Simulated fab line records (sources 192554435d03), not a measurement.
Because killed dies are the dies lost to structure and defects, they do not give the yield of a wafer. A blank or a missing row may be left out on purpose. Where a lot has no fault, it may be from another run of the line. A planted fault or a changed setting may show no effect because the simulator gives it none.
Struck lot and sound lot, side by side || flow n5 finfet || 43 out of 1938 route steps
Sound: these wafers, L203.1, L203.2, L203.6. Struck: wafer L214.5 (L214.4, L214.6, from the same lot, were not struck and are left out); the cause is given at the end.
At each step with rows: each side's tool, then ch and its chambers, then its first start. Under that, the readings that differ: sound wafers || struck wafers || difference of the means || sigmas: that difference in standard deviations of wafers without a fault.
alike: readings whose means differ by less than 2 such deviations, and words and numbers that are the same on both sides. not compared: withheld readings, readings that some wafer has no value for, bounds like >300 that may hide the same value, and numbers for which the record gives no deviation and whose values overlap.
The two part at a step that has a row with sigmas, a row that says differs or no value, or rows on one side only. Numbers that have no deviation but don't overlap get no sigmas and don't part them. A reading missing from all wafers of one side parts the sides only when that side holds two or more wafers.

first, 4 steps without rows for these wafers: N5_BEOL_M4_SOFTBAKE_23 (time 60 s); N5_BEOL_M4_EXPOSE_25 (exposes mask V3, defocus 5 nm); N5_BEOL_M4_PEB_26 (peb time 60 s); N5_BEOL_M4_DEVELOP_27 (develop time 30 s).
N5_BEOL_M4_CD_MEAS_28: target cd 26.2 nm, target cd y 24.1 nm.
  sound on cd sem-03 ch 0, day 8 01:32; struck on cd sem-03 ch 0, day 11 02:04
  alike: cd nm
N5_BEOL_M4_OVL_MEAS_29:
  sound on overlay-02 ch 0, day 8 01:34; struck on overlay-02 ch 0, day 11 02:06
  alike: V3_OVL
N5_BEOL_M4_INSPECT_30: inspects for defects (brightfield).
  struck on defect inspect-02, day 11 02:08; sound on defect inspect-01, day 8 01:37
  alike: raw defect count
then, 1 step without rows for these wafers: N5_BEOL_M4_DESCUM_33 (chemistry O2, time 7 s).
N5_BEOL_M4_ETCH_77: etches underlayer in N2/H2, target depth 6.5 nm, time 5.2 s.
  sound on rie diel-05 ch 0,3, day 8 01:41; struck on rie diel-02 ch 1, day 11 02:13
  alike: drypump motor current A, etch rf on time s, h2 flow sccm, oes product au, rf vpp V, showerhead plenum p Torr, throttle valve pct
  not compared: rf hours counter h
then, 3 steps without rows for these wafers: N5_BEOL_M4_ETCH_69 (etches SiARC in CF4, target depth 15.6 nm, time 26 s); N5_BEOL_M4_ALD_98 (deposits SiO2, target thk 2.5 nm, pulse time 1 s, co reactant pulse time 1 s); N5_BEOL_M4_ETCHBACK_99 (etches SiO2 in CHF3, target depth 5 nm, time 10.4 s).
N5_BEOL_M4_ETCH_70: etches SOC in N2/H2, target depth 80 nm, overetch 24 nm, time 130 s.
  sound on rie diel-02 ch 0,1,3, day 8 07:19; struck on rie diel-05 ch 0, day 11 06:36
  alike: drypump motor current A, h2 flow sccm, oes product au, rf vpp V, showerhead plenum p Torr, temp c, throttle valve pct
  not compared: rf hours counter h
then, 7 steps without rows for these wafers: N5_BEOL_M4_STRIP_71 (strips in N2/H2); N5_BEOL_M4_STRIP_78 (strips in N2/H2); N5_BEOL_M4_VIA_ETCH_34 (etches the open film in C4F6/O2, target depth 69.4 nm, time 65.9 s); N5_BEOL_M4_STRIP_83 (strips in C4F6/O2); N5_BEOL_M4_STRIP_36 (strips in N2/H2); N5_BEOL_M4_TRENCH_ETCH_37 (etches SiOC in C4F6/O2, target depth 55.555 nm, time 29.2 s); N5_BEOL_M4_ETCH_41 (etches SiCN in CH3F/O2, target depth 29.9 nm, time 52.5 s).
N5_BEOL_M4_STRIP_97: strips in N2/H2, time 10 s.
  sound: rie diel-02 ch 0,1,3; struck: rie diel-05 ch 0
  alike: drypump motor current A, h2 flow sccm, oes product au, rf vpp V, showerhead plenum p Torr, temp c, throttle valve pct
  not compared: rf hours counter h
N5_BEOL_M4_OCD_MEAS_38:
  struck on ocd-01, day 11 06:58; sound on ocd-02, day 8 07:40
  alike: trench depth nm
then, 4 steps without rows for these wafers: N5_BEOL_M4_HM_STRIP_39 (strips TiN in peroxide tin strip, target depth 25 nm, time 158 s); N5_BEOL_M4_SRD_40 (time 30 s); N5_BEOL_M4_PRECLEAN_42 (cleans in residue remover, time 60 s); N5_BEOL_M4_SRD_43 (time 30 s).
N5_BEOL_M4_CD_MEAS_35: target cd 18 nm, target cd y 22.4 nm.
  struck on cd sem-01, day 11 07:14; sound on cd sem-02, day 8 07:50
  alike: cd nm
then, 3 steps without rows for these wafers: N5_BEOL_M4_DEGAS_44 (time 60 s); N5_BEOL_M4_PRE_CLEAN_45 (time 30 s); N5_BEOL_M4_ALD_84 (deposits TaN, pulse time 2 s, purge time 3 s, co reactant purge time 2 s).
N5_BEOL_M4_SURFACE_TREAT_85:
  struck on pvd sputter-01, day 11 07:42; sound on pvd sputter-03, day 8 08:26
  not compared: throttle valve pct
then, 7 steps without rows for these wafers: N5_BEOL_M4_CVD_47 (deposits Co from CCTBA/H2, target thk 3 nm, time 223.8 s); N5_BEOL_M4_SPUTTER_48 (material Cu, target thk 4.5 nm, time 8.29 s); N5_BEOL_M4_ANNEAL_49 (time 240 s); N5_BEOL_M4_SPUTTER_79 (material Cu, target thk 4.5 nm, time 8.29 s); N5_BEOL_M4_ANNEAL_80 (time 240 s); N5_BEOL_M4_SPUTTER_81 (material Cu, target thk 4.5 nm, time 8.29 s); N5_BEOL_M4_ANNEAL_82 (time 240 s).
N5_BEOL_M4_SPUTTER_86: material Cu, target thk 4.5 nm, time 8.29 s.
  struck on pvd sputter-01, day 11 08:50; sound on pvd sputter-02, day 8 10:58
  alike: throttle valve pct
then, 2 steps without rows for these wafers: N5_BEOL_M4_ANNEAL_87 (time 240 s); N5_BEOL_M4_SPUTTER_88 (material Cu, target thk 4.5 nm, time 8.29 s).
N5_BEOL_M4_ANNEAL_89: time 240 s.
  struck on pvd sputter-01, day 11 09:08; sound on pvd sputter-02, day 8 11:16
  alike: heater power w
-- a jump in the record: the struck wafers' starts before and after are 4 days apart (it breaks off in module BEOL_M4 and resumes in module PASSIVATION, where the first step shown is number 1936 of the route) --
N5_PASSIVATION_PROBE_49:
  the record has rows for the struck wafers here (prober-01, day 15 15:46) and none for the sound ones

WHERE THEY PART
Only at N5_PASSIVATION_PROBE_49, within this record.

WHY: what had been put in by the simulator
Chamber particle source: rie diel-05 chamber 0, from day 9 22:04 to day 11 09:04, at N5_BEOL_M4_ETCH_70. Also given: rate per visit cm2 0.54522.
